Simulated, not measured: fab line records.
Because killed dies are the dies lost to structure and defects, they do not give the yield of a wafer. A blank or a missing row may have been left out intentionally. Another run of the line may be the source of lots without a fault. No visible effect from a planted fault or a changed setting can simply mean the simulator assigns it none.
Matching of chambers :: flow nand harc :: 3 sister chambers for NHARC_A_CONTACT_DEP_85 on pecvd-02
The step deposits SiON, target thk 60 nm. 14 wafers are shown with their chamber, then 7 later ones without.

== WAFERS, EACH WITH ITS CHAMBER ==
wafer: L540.1
chamber: 0
heater power w (W): 602

wafer: L540.3
chamber: 1
heater power w (W): 697

wafer: L540.6
chamber: 1
heater power w (W): 733

wafer: L537.3
chamber: 0
heater power w (W): 563

wafer: L537.5
chamber: 1
heater power w (W): 811

wafer: L537.6
chamber: 2
heater power w (W): 877

wafer: L539.1
chamber: 2
heater power w (W): 842

wafer: L539.4
chamber: 2
heater power w (W): 873

wafer: L539.6
chamber: 0
heater power w (W): 554

wafer: L541.3
chamber: 2
heater power w (W): 801

wafer: L541.4
chamber: 0
heater power w (W): 538

wafer: L541.5
chamber: 1
heater power w (W): 784

wafer: L556.1
chamber: 1
heater power w (W): 775

wafer: L556.4
chamber: 2
heater power w (W): 898

SIGNATURES (averages over the wafers above)
reading: heater power w
chamber 0: 564.25
chamber 1: 760.00
chamber 2: 858.20
scatter within a chamber: 38.2
Rule: distance of a wafer from a chamber = root of the sum over the readings of ((wafer's reading minus chamber's mean) / reading's scatter) squared. The wafer belongs to the nearest chamber; if the next one is less than 2 further off, it can't be placed. How the scatter is found: for the shown wafers, subtract from each reading the mean of its chamber, square and add these, divide the total by (wafers less chambers), then take the root.

== WAFERS WITH NO CHAMBER GIVEN ==
wafer: L556.6
heater power w (W): 790

wafer: L558.1
heater power w (W): 824

wafer: L558.2
heater power w (W): 594

wafer: L558.4
heater power w (W): 562

wafer: L559.1
heater power w (W): 854

wafer: L559.2
heater power w (W): 506

wafer: L559.6
heater power w (W): 862

== THE CHAMBER EACH PASSED THROUGH ==
wafer: L556.6
from the rows above: can't be placed: 1 or 2
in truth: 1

wafer: L558.1
from the rows above: can't be placed: 2 or 1
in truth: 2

wafer: L558.2
from the rows above: 0
in truth: 0

wafer: L558.4
from the rows above: 0
in truth: 0

wafer: L559.1
from the rows above: 2
in truth: 2

wafer: L559.2
from the rows above: 0
in truth: 0

wafer: L559.6
from the rows above: 2
in truth: 2
Correct placement for 5 of the 7. Not placeable from these rows: 2 (in 2, the candidates include the true chamber). Number placed wrongly: 0.
